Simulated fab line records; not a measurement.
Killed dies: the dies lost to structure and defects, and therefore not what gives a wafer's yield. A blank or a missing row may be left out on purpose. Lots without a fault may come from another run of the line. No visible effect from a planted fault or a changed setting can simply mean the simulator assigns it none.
Comparing a struck lot with a sound one | flow n5_finfet | 37 steps out of a route of 1938
Sound: the wafers L131.1, L131.4, L131.6. Struck: wafer L143.4 (L143.1, L143.3, from the same lot, were not struck and are left out); the cause is given at the end.
Per side, at each step with rows, come the tool, then ch with its chambers, and then its first start. Under that, the readings that differ: sound wafers | struck wafers | difference of the means | sigmas: that difference in standard deviations of wafers without a fault.
alike: readings whose means differ by less than 2 such deviations, and words and numbers that are the same on both sides. not compared: withheld readings, readings that some wafer has no value for, bounds like >300 that may hide the same value, and numbers for which the record gives no deviation and whose values overlap.
The two part at a step that has a row with sigmas, a row that says differs or no value, or rows on one side only. Numbers that don't overlap but have no deviation are shown without sigmas and don't part them. Lack of a reading on every wafer of one side parts them only where that side has two or more wafers.

first, 9 steps without rows for these wafers: N5_PASSIVATION_HMDS_03 (time 60 s); N5_PASSIVATION_COAT_04; N5_PASSIVATION_EBR_06; N5_PASSIVATION_SOFTBAKE_05 (time 90 s); N5_PASSIVATION_EXPOSE_07 (exposes mask TV, defocus 0 nm, target cd 3000 nm); N5_PASSIVATION_PEB_08; N5_PASSIVATION_DEVELOP_09 (develop time 60 s); N5_PASSIVATION_HARDBAKE_11 (time 120 s); N5_PASSIVATION_DESCUM_12 (chemistry O2, time 7.9 s).
N5_PASSIVATION_PASS_ETCH_74: etches SiNx in CF4/O2, target depth 220 nm, time 110 s.
  sound on rie_diel-04 ch 2,3, day 13 02:25; struck on rie_diel-04 ch 0, day 16 10:40
  reading                | sound             | struck | difference | sigmas
  rf_vpp_V (V)           | 239 235 239       | 247    | +9         | +3
  throttle_valve_pct (%) | 15.66 15.90 15.67 | 16.20  | +0.46      | +2
  alike: drypump_motor_current_A, oes_product_au, showerhead_plenum_p_Torr
  not compared: rf_hours_counter_h
then, 26 steps without rows for these wafers: N5_PASSIVATION_VIA_ETCH_13 (etches SiO2 in CHF3/O2, target depth 660 nm, time 330 s); N5_PASSIVATION_STRIP_14 (strips in O2); N5_PASSIVATION_ETCH_15 (etches SiCN in CF4/N2, target depth 75 nm, time 81.2 s); N5_PASSIVATION_STRIP_73 (strips in post etch residue remover, time 60 s); N5_PASSIVATION_SRD_17 (time 30 s, dry time 30 s); N5_PASSIVATION_DEGAS_18 (time 60 s); N5_PASSIVATION_PRE_CLEAN_19; N5_PASSIVATION_SPUTTER_20 (material TaN, target thk 50 nm); N5_PASSIVATION_AL_DEP_21 (deposits Al, target thk 2800 nm, time 170 s); N5_PASSIVATION_HMDS_23 (time 60 s); N5_PASSIVATION_COAT_24; N5_PASSIVATION_EBR_26; N5_PASSIVATION_SOFTBAKE_25 (time 90 s); N5_PASSIVATION_EXPOSE_27 (exposes mask PAD, defocus 0 nm); N5_PASSIVATION_PEB_28; N5_PASSIVATION_DEVELOP_29 (develop time 60 s); N5_PASSIVATION_HARDBAKE_31 (time 120 s); N5_PASSIVATION_DESCUM_32 (chemistry O2, time 7.9 s); N5_PASSIVATION_AL_ETCH_33 (etches Al in Cl2/BCl3, stops on TaN, target depth 2800 nm, time 466.7 s); N5_PASSIVATION_ETCH_59 (etches TaN in Cl2/BCl3, target depth 65 nm, time 34.9 s); N5_PASSIVATION_STRIP_34 (strips in O2); N5_PASSIVATION_STRIP_51 (strips in post etch residue remover, time 1200 s); N5_PASSIVATION_CLEAN_69 (cleans in IPA, time 180 s); N5_PASSIVATION_SRD_70 (time 30 s); N5_PASSIVATION_PECVD_53 (deposits SiO2 from TEOS/O2, target thk 800 nm, time 169.4 s); N5_PASSIVATION_PECVD_35 (deposits SiNx from SiH4/NH3/N2, target thk 700 nm, time 151.3 s).
N5_PASSIVATION_PROBE_49:
  only the struck wafers here have rows in the record (prober-02, day 16 20:45); the sound ones have none

== WHERE THEY PART ==
Last at N5_PASSIVATION_PROBE_49 as far as this record goes, first at N5_PASSIVATION_PASS_ETCH_74.

WHY: what the simulator had put in
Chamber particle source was rie_diel-04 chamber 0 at N5_PASSIVATION_PASS_ETCH_74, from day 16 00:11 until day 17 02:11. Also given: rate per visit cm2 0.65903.
